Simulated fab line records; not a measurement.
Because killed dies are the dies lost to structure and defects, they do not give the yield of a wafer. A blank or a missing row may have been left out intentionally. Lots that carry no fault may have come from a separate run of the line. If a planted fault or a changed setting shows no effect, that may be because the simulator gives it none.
Matching of chambers / flow n5_finfet / 3 sister chambers for N5_BEOL_M2_PECVD_72 on pecvd-01
The step deposits SiO2 from TEOS/O2, target thk 16 nm, time 18 s. 6 wafers are shown with their chamber, then 7 later ones without.

WAFERS WITH THEIR CHAMBER
wafer=L082.1; chamber=1; showerhead_plenum_p_Torr (Torr)=8.86; heater_power_w (W)=778
wafer=L087.1; chamber=2; showerhead_plenum_p_Torr (Torr)=8.84; heater_power_w (W)=639
wafer=L087.2; chamber=1; showerhead_plenum_p_Torr (Torr)=8.85; heater_power_w (W)=819
wafer=L087.3; chamber=0; showerhead_plenum_p_Torr (Torr)=8.69; heater_power_w (W)=811
wafer=L088.1; chamber=0; showerhead_plenum_p_Torr (Torr)=8.72; heater_power_w (W)=705
wafer=L088.4; chamber=2; showerhead_plenum_p_Torr (Torr)=8.80; heater_power_w (W)=636

WAFERS MISSING THEIR CHAMBER
wafer=L088.6; showerhead_plenum_p_Torr (Torr)=8.74; heater_power_w (W)=702
wafer=L093.1; showerhead_plenum_p_Torr (Torr)=8.81; heater_power_w (W)=800
wafer=L093.5; showerhead_plenum_p_Torr (Torr)=8.73; heater_power_w (W)=842
wafer=L093.6; showerhead_plenum_p_Torr (Torr)=8.87; heater_power_w (W)=688
wafer=L095.2; showerhead_plenum_p_Torr (Torr)=8.83; heater_power_w (W)=850
wafer=L095.3; showerhead_plenum_p_Torr (Torr)=8.84; heater_power_w (W)=663
wafer=L095.4; showerhead_plenum_p_Torr (Torr)=8.86; heater_power_w (W)=661

EACH ONE'S CHAMBER
wafer=L088.6; from the rows above=0; in truth=0
wafer=L093.1; from the rows above=can't be placed: 1 or 2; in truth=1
wafer=L093.5; from the rows above=0; in truth=0
wafer=L093.6; from the rows above=can't be placed: 1 or 2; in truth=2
wafer=L095.2; from the rows above=1; in truth=1
wafer=L095.3; from the rows above=can't be placed: 2 or 1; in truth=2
wafer=L095.4; from the rows above=can't be placed: 2 or 1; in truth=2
Placed correctly: 3 of 7. Not placeable from these rows: 4 (in 4, the candidates include the true chamber). Wrongly placed: 0.
How it was worked out, from the rows above alone: a wafer's distance from a chamber is the root of the sum, over the readings, of the square of ((its reading less the chamber's mean) divided by the reading's scatter). If the next closest chamber is less than 2 further off than the closest, the wafer can't be placed; otherwise it belongs to the closest. For every chamber, the mean is computed from those of its wafers that are shown. The scatter is the square root of a quotient: the sum, over the shown wafers, of each reading's squared deviation from its chamber's mean, divided by wafers minus chambers.
